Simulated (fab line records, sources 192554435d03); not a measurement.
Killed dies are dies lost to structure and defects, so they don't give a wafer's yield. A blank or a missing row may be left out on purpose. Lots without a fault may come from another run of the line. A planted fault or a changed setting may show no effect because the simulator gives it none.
Which tool did it? | flow n5_finfet | 11 lots, 32 wafers sampled, at 5 steps of a route of 1938

WHAT THE GAUGES READ, wafer by wafer
N5_BEOL_M4_RC_MEAS_101. Usual: DIBL_N 37.5 mV/V, standard deviation 1.9; DIBL_P 37.3 mV/V, standard deviation 2.4; IOFF_N 0.18 nA/um, standard deviation 0.038; IOFF_P 0.23 nA/um, standard deviation 0.045; ION_N 677 uA/um, standard deviation 11; ION_P 464 uA/um, standard deviation 8.1; SS_N 72.0 mV/dec, standard deviation 0.68; SS_P 73.5 mV/dec, standard deviation 0.77; VT_N 249 mV, standard deviation 3.3; VT_P -249 mV, standard deviation 3.6.
lot  | measured     | on        | DIBL_N (mV/V)  | DIBL_P (mV/V)  | IOFF_N (nA/um) | IOFF_P (nA/um) | ION_N (uA/um) | ION_P (uA/um) | SS_N (mV/dec)  | SS_P (mV/dec)  | VT_N (mV)   | VT_P (mV)      | flag
L845 | day 7 19:20  | prober-01 | 38.4 36.5 39.9 | 37.3 36.1 39.5 | 0.22 0.17 0.24 | 0.24 0.21 0.27 | 688 667 679   | 468 460 461   | 72.3 71.8 72.8 | 74.0 73.1 74.7 | 242 248 245 | -247 -253 -247 |
L844 | day 8 00:23  | prober-02 | 38.1 40.4 37.6 | 37.5 40.1 36.8 | 0.18 0.23 0.17 | 0.20 0.24 0.19 | 672 687 665   | 449 465 451   | 72.3 73.4 71.6 | 73.7 73.7 73.8 | 250 248 252 | -251 -249 -254 |
L849 | day 9 04:13  | prober-01 | 38.2 36.4      | 37.2 35.1      | 0.18 0.15      | 0.25 0.22      | 685 673       | 471 469       | 71.5 71.0      | 73.8 72.5      | 247 248     | -247 -250      |
L854 | day 10 11:46 | prober-02 | 39.9 33.9 38.0 | 39.6 31.8 38.8 | 0.23 0.12 0.18 | 0.26 0.14 0.26 | 690 650 682   | 463 444 470   | 71.9 71.0 71.5 | 73.6 72.2 73.3 | 244 253 247 | -249 -255 -245 |
L855 | day 10 11:45 | prober-01 | 39.4 36.1 38.8 | 38.0 34.1 37.5 | 0.21 0.14 0.20 | 0.29 0.19 0.28 | 681 677 687   | 470 456 474   | 72.4 71.5 72.0 | 73.7 72.6 73.6 | 246 254 248 | -244 -249 -244 |
L857 | day 11 05:46 | prober-02 | 34.8 37.4 38.5 | 34.9 37.4 39.7 | 0.13 0.16 0.19 | 0.18 0.21 0.25 | 673 659 685   | 458 455 471   | 70.5 71.8 71.4 | 72.1 73.2 73.7 | 254 250 248 | -250 -253 -248 |
L859 | day 12 03:10 | prober-01 | 36.8 37.4 34.9 | 35.2 34.8 33.6 | 0.17 0.18 0.14 | 0.23 0.24 0.19 | 682 676 663   | 467 470 454   | 71.5 72.2 71.0 | 72.5 73.2 72.4 | 251 251 251 | -245 -246 -250 |
L858 | day 12 05:04 | prober-02 | 36.3 38.0 35.7 | 36.8 39.5 36.7 | 0.16 0.21 0.16 | 0.20 0.23 0.20 | 666 692 672   | 460 464 459   | 71.8 72.0 71.4 | 73.5 74.0 73.0 | 252 244 249 | -253 -251 -250 |
L860 | day 12 09:42 | prober-01 | 38.6 42.1 40.1 | 38.3 41.9 38.9 | 0.18 0.27 0.22 | 0.26 0.32 0.26 | 678 703 697   | 468 473 474   | 72.4 73.1 73.2 | 74.2 75.1 74.1 | 246 244 247 | -246 -243 -249 |
L861 | day 12 11:52 | prober-01 | 37.7 32.6 38.4 | 40.0 33.0 40.1 | 0.19 0.11 0.21 | 0.29 0.19 0.32 | 687 666 680   | 478 473 476   | 71.9 70.6 71.7 | 74.0 71.4 73.3 | 248 254 246 | -243 -249 -243 |
L862 | day 13 02:58 | prober-02 | 40.4 34.6 39.7 | 40.5 33.0 38.5 | 0.23 0.11 0.23 | 0.27 0.16 0.24 | 687 658 690   | 463 459 463   | 72.3 71.4 72.9 | 74.8 72.1 74.0 | 244 257 244 | -250 -255 -246 |

WHICH TOOL RAN EACH LOT (tool, then ch and the chambers of the sampled wafers, then the start)
lot  | N5_BEOL_M2_ANNEAL_49         | N5_BEOL_M2_ANNEAL_89         | N5_BEOL_M2_SPUTTER_90        | N5_BEOL_M2_ANNEAL_95
L845 | pvd_sputter-02, day 6 18:49  | pvd_sputter-02, day 6 19:41  | pvd_sputter-02, day 6 19:50  | pvd_sputter-02, day 6 20:21
L844 | pvd_sputter-03, day 6 22:11  | pvd_sputter-03, day 6 23:04  | pvd_sputter-03, day 6 23:12  | pvd_sputter-03, day 6 23:43
L849 | pvd_sputter-01, day 8 01:21  | pvd_sputter-01, day 8 02:14  | pvd_sputter-01, day 8 02:20  | pvd_sputter-01, day 8 02:53
L854 | pvd_sputter-02, day 9 08:15  | pvd_sputter-02, day 9 09:08  | pvd_sputter-02, day 9 09:16  | pvd_sputter-02, day 9 09:47
L855 | pvd_sputter-01, day 9 11:13  | pvd_sputter-01, day 9 12:20  | pvd_sputter-01, day 9 12:31  | pvd_sputter-01, day 9 13:10
L857 | pvd_sputter-02, day 10 00:27 | pvd_sputter-02, day 10 01:20 | pvd_sputter-02, day 10 01:28 | pvd_sputter-02, day 10 01:59
L859 | pvd_sputter-01, day 10 18:26 | pvd_sputter-01, day 10 19:19 | pvd_sputter-01, day 10 19:27 | pvd_sputter-01, day 10 19:58
L858 | pvd_sputter-02, day 10 18:30 | pvd_sputter-02, day 10 19:23 | pvd_sputter-02, day 10 19:31 | pvd_sputter-02, day 10 20:02
L860 | pvd_sputter-03, day 10 19:31 | pvd_sputter-03, day 10 20:24 | pvd_sputter-03, day 10 20:32 | pvd_sputter-03, day 10 21:04
L861 | pvd_sputter-01, day 11 02:41 | pvd_sputter-01, day 11 03:34 | pvd_sputter-01, day 11 03:43 | pvd_sputter-01, day 11 04:14
L862 | pvd_sputter-02, day 11 16:06 | pvd_sputter-02, day 11 16:59 | pvd_sputter-02, day 11 17:07 | pvd_sputter-02, day 11 17:38
- N5_BEOL_M2_ANNEAL_49: time 240 s.
- N5_BEOL_M2_ANNEAL_89: time 240 s.
- N5_BEOL_M2_SPUTTER_90: material Cu, target thk 4.5 nm, time 8.29 s.
- N5_BEOL_M2_ANNEAL_95: time 240 s.

WHAT THE TOOLS THEMSELVES READ (means of the sampled wafers that have a number; where no wafer has one, the mark that the record gives instead)
N5_BEOL_M2_ANNEAL_49. Usual: heater_power_w 828 W, standard deviation 87; susceptor_temp_C 400.04 C, standard deviation 0.2.
lot  | tool           | heater_power_w (W) | susceptor_temp_C (C) | flag
L845 | pvd_sputter-02 | 966                | 399.97               |
L844 | pvd_sputter-03 | 739                | 399.89               |
L849 | pvd_sputter-01 | 768                | 400.06               |
L854 | pvd_sputter-02 | 833                | 399.87               |
L855 | pvd_sputter-01 | 803                | 399.90               |
L857 | pvd_sputter-02 | 926                | 400.13               |
L859 | pvd_sputter-01 | 817                | 399.84               |
L858 | pvd_sputter-02 | 880                | 400.07               |
L860 | pvd_sputter-03 | 790                | 400.05               |
L861 | pvd_sputter-01 | 791                | 399.84               |
L862 | pvd_sputter-02 | 878                | 400.01               |

N5_BEOL_M2_ANNEAL_89. Usual: heater_power_w 828 W, standard deviation 87; susceptor_temp_C 399.98 C, standard deviation 0.22.
lot  | tool           | heater_power_w (W) | susceptor_temp_C (C) | flag
L845 | pvd_sputter-02 | 967                | 400.27               |
L844 | pvd_sputter-03 | 731                | 400.18               |
L849 | pvd_sputter-01 | 743                | 399.84               |
L854 | pvd_sputter-02 | 828                | 400.09               |
L855 | pvd_sputter-01 | 811                | 399.89               |
L857 | pvd_sputter-02 | 919                | 399.72               |
L859 | pvd_sputter-01 | 808                | 399.88               |
L858 | pvd_sputter-02 | 865                | 399.87               |
L860 | pvd_sputter-03 | 785                | 400.16               |
L861 | pvd_sputter-01 | 794                | 399.91               |
L862 | pvd_sputter-02 | 869                | 400.14               |

N5_BEOL_M2_SPUTTER_90. Usual: throttle_valve_pct 30.0 %, standard deviation 0.95.
lot  | tool           | throttle_valve_pct (%) | flag
L845 | pvd_sputter-02 | 30.5                   |
L844 | pvd_sputter-03 | 30.2                   |
L849 | pvd_sputter-01 | 28.8                   |
L854 | pvd_sputter-02 | 30.4                   |
L855 | pvd_sputter-01 | 29.5                   |
L857 | pvd_sputter-02 | 30.2                   |
L859 | pvd_sputter-01 | 28.6                   |
L858 | pvd_sputter-02 | 30.4                   |
L860 | pvd_sputter-03 | 30.0                   |
L861 | pvd_sputter-01 | 30.1                   |
L862 | pvd_sputter-02 | 30.3                   |

N5_BEOL_M2_ANNEAL_95. Usual: heater_power_w 829 W, standard deviation 85; susceptor_temp_C 400.01 C, standard deviation 0.23.
lot  | tool           | heater_power_w (W) | susceptor_temp_C (C) | flag
L845 | pvd_sputter-02 | 943                | 400.06               |
L844 | pvd_sputter-03 | 745                | 400.20               |
L849 | pvd_sputter-01 | 755                | 400.02               |
L854 | pvd_sputter-02 | 817                | 400.00               |
L855 | pvd_sputter-01 | 809                | 400.04               |
L857 | pvd_sputter-02 | 922                | 399.96               |
L859 | pvd_sputter-01 | 803                | 400.14               |
L858 | pvd_sputter-02 | -                  | -                    | OFF
L860 | pvd_sputter-03 | -                  | -                    | OFF
L861 | pvd_sputter-01 | -                  | -                    | OFF
L862 | pvd_sputter-02 | 872                | 400.03               |

THE ANSWER, worked out from the rows above alone
Rule: a lot is off if the mean of its wafers that have a number lies more than 3 standard deviations from the usual mean. A lot without any number at a reading at which 4 lots or more have one is off too. The other lots that the step has rows for count as sound. The gauges are gone through in route order, then the tools' own readings, and for those a lot's mean is taken as printed above. The first step at which some lot is off is used, and at that step the reading that is off furthest; a lot without a number counts as furthest.
Off: L858, L860, L861, at N5_BEOL_M2_ANNEAL_95 (heater_power_w). Without a number there: L858, L860, L861.
A tool fits if, at that step or a process step before it, it ran every lot that is off, and no sound lot after the first of them. None of those tried fits.

WHAT THE SIMULATOR HAD PUT IN
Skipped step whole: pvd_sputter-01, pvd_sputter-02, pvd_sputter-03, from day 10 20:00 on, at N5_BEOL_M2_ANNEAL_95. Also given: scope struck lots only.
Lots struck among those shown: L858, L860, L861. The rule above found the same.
